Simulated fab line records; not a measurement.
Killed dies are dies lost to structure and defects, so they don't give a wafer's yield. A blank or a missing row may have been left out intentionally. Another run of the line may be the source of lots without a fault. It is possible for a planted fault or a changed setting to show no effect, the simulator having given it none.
Lot-split experiment :: flow n5-finfet :: 21 wafers read from 7 lots, route of 1938 steps

ABOUT THE SPLIT
At N5_WELL_APT_COAT_02 (resist thk 950 nm), the setting spin-rpm was moved away from the recipe's 1357 rpm on 7 of the 21 wafers read, by -5.4% to +10.5%. The other wafers ran this setting at the recipe's value.

The split's own step is where the reading is taken.

THE READING
coat_of_WELL_APT_COAT_02.thk-nm (the simulator's own value, which no gauge read), in nm, at N5_WELL_APT_COAT_02 (resist thk 950 nm). No usual value for it is given in the file. Average 952.7 nm, standard deviation 1.6 nm, over the 14 wafers here run with the recipe.

wafer: L074.1
tool, chamber at the split: litho-track-05, 0
spin-rpm as run, rpm: 1357
against the recipe: recipe
coat_of_WELL_APT_COAT_02.thk-nm, nm: 951.9
against lot-mates on the recipe: -

wafer: L074.4
tool, chamber at the split: litho-track-05, 0
spin-rpm as run, rpm: 1357
against the recipe: recipe
coat_of_WELL_APT_COAT_02.thk-nm, nm: 952.8
against lot-mates on the recipe: -

wafer: L074.6
tool, chamber at the split: litho-track-05, 0
spin-rpm as run, rpm: 1357
against the recipe: recipe
coat_of_WELL_APT_COAT_02.thk-nm, nm: 951.7
against lot-mates on the recipe: -

wafer: L079.1
tool, chamber at the split: litho-track-05, 0
spin-rpm as run, rpm: 1357
against the recipe: recipe
coat_of_WELL_APT_COAT_02.thk-nm, nm: 954.6
against lot-mates on the recipe: -

wafer: L079.2
tool, chamber at the split: litho-track-05, 0
spin-rpm as run, rpm: 1357
against the recipe: recipe
coat_of_WELL_APT_COAT_02.thk-nm, nm: 951.4
against lot-mates on the recipe: -

wafer: L079.3
tool, chamber at the split: litho-track-05, 0
spin-rpm as run, rpm: 1357
against the recipe: recipe
coat_of_WELL_APT_COAT_02.thk-nm, nm: 951.2
against lot-mates on the recipe: -

wafer: L080.1
tool, chamber at the split: litho-track-05, 0
spin-rpm as run, rpm: 1357
against the recipe: recipe
coat_of_WELL_APT_COAT_02.thk-nm, nm: 955.1
against lot-mates on the recipe: -

wafer: L080.2
tool, chamber at the split: litho-track-05, 0
spin-rpm as run, rpm: 1357
against the recipe: recipe
coat_of_WELL_APT_COAT_02.thk-nm, nm: 951.8
against lot-mates on the recipe: -

wafer: L080.3
tool, chamber at the split: litho-track-05, 0
spin-rpm as run, rpm: 1357
against the recipe: recipe
coat_of_WELL_APT_COAT_02.thk-nm, nm: 951.4
against lot-mates on the recipe: -

wafer: L082.2
tool, chamber at the split: litho-track-03, 0
spin-rpm as run, rpm: 1499
against the recipe: +10.5%
coat_of_WELL_APT_COAT_02.thk-nm, nm: 909.1
against lot-mates on the recipe: -45.6

wafer: L082.3
tool, chamber at the split: litho-track-03, 0
spin-rpm as run, rpm: 1357
against the recipe: recipe
coat_of_WELL_APT_COAT_02.thk-nm, nm: 954.7
against lot-mates on the recipe: -

wafer: L082.5
tool, chamber at the split: litho-track-03, 0
spin-rpm as run, rpm: 1499
against the recipe: +10.5%
coat_of_WELL_APT_COAT_02.thk-nm, nm: 909.8
against lot-mates on the recipe: -44.9

wafer: L085.1
tool, chamber at the split: litho-track-03, 0
spin-rpm as run, rpm: 1425
against the recipe: +5.0%
coat_of_WELL_APT_COAT_02.thk-nm, nm: 929
against lot-mates on the recipe: -22.1

wafer: L085.3
tool, chamber at the split: litho-track-03, 0
spin-rpm as run, rpm: 1425
against the recipe: +5.0%
coat_of_WELL_APT_COAT_02.thk-nm, nm: 928
against lot-mates on the recipe: -23.1

wafer: L085.4
tool, chamber at the split: litho-track-03, 0
spin-rpm as run, rpm: 1357
against the recipe: recipe
coat_of_WELL_APT_COAT_02.thk-nm, nm: 951.1
against lot-mates on the recipe: -

wafer: L086.1
tool, chamber at the split: litho-track-04, 0
spin-rpm as run, rpm: 1284
against the recipe: -5.4%
coat_of_WELL_APT_COAT_02.thk-nm, nm: 978
against lot-mates on the recipe: +27.0

wafer: L086.5
tool, chamber at the split: litho-track-04, 0
spin-rpm as run, rpm: 1284
against the recipe: -5.4%
coat_of_WELL_APT_COAT_02.thk-nm, nm: 977
against lot-mates on the recipe: +26.0

wafer: L086.6
tool, chamber at the split: litho-track-04, 0
spin-rpm as run, rpm: 1357
against the recipe: recipe
coat_of_WELL_APT_COAT_02.thk-nm, nm: 951
against lot-mates on the recipe: -

wafer: L089.4
tool, chamber at the split: litho-track-03, 0
spin-rpm as run, rpm: 1357
against the recipe: recipe
coat_of_WELL_APT_COAT_02.thk-nm, nm: 953.4
against lot-mates on the recipe: -

wafer: L089.5
tool, chamber at the split: litho-track-03, 0
spin-rpm as run, rpm: 1402
against the recipe: +3.3%
coat_of_WELL_APT_COAT_02.thk-nm, nm: 939.8
against lot-mates on the recipe: -14.9

wafer: L089.6
tool, chamber at the split: litho-track-03, 0
spin-rpm as run, rpm: 1357
against the recipe: recipe
coat_of_WELL_APT_COAT_02.thk-nm, nm: 955.9
against lot-mates on the recipe: -

FIT RESULTS
A straight line over all 21 wafers: coat_of_WELL_APT_COAT_02.thk-nm changes by -4.32 nm for each +1% of spin-rpm; r = -0.99; the points scatter about the line by 1.9 nm.
The same after taking each lot's own level away (the mean of its wafers on the recipe; 21 wafers): -4.49 nm for each +1%; r = -1.00; scatter 1.3 nm.
The reading moves by 47 nm for the largest change in spin-rpm, on that fit.
The lots' own levels span 951.00 to 954.70 nm, that is 2.3 times the standard deviation above.
So the lot-to-lot level changes the slope little: the two slopes agree.
Check: -47 nm against its lot-mates is what the line predicts for one of the wafers moved furthest among these (+10.5%) when that wafer is left out of the fit. Against them it came out at -45.6 nm.

FILE'S OWN FIT
coat_of_WELL_APT_COAT_02.thk-nm changes by -4.46 nm for each +1% of spin-rpm, r = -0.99.
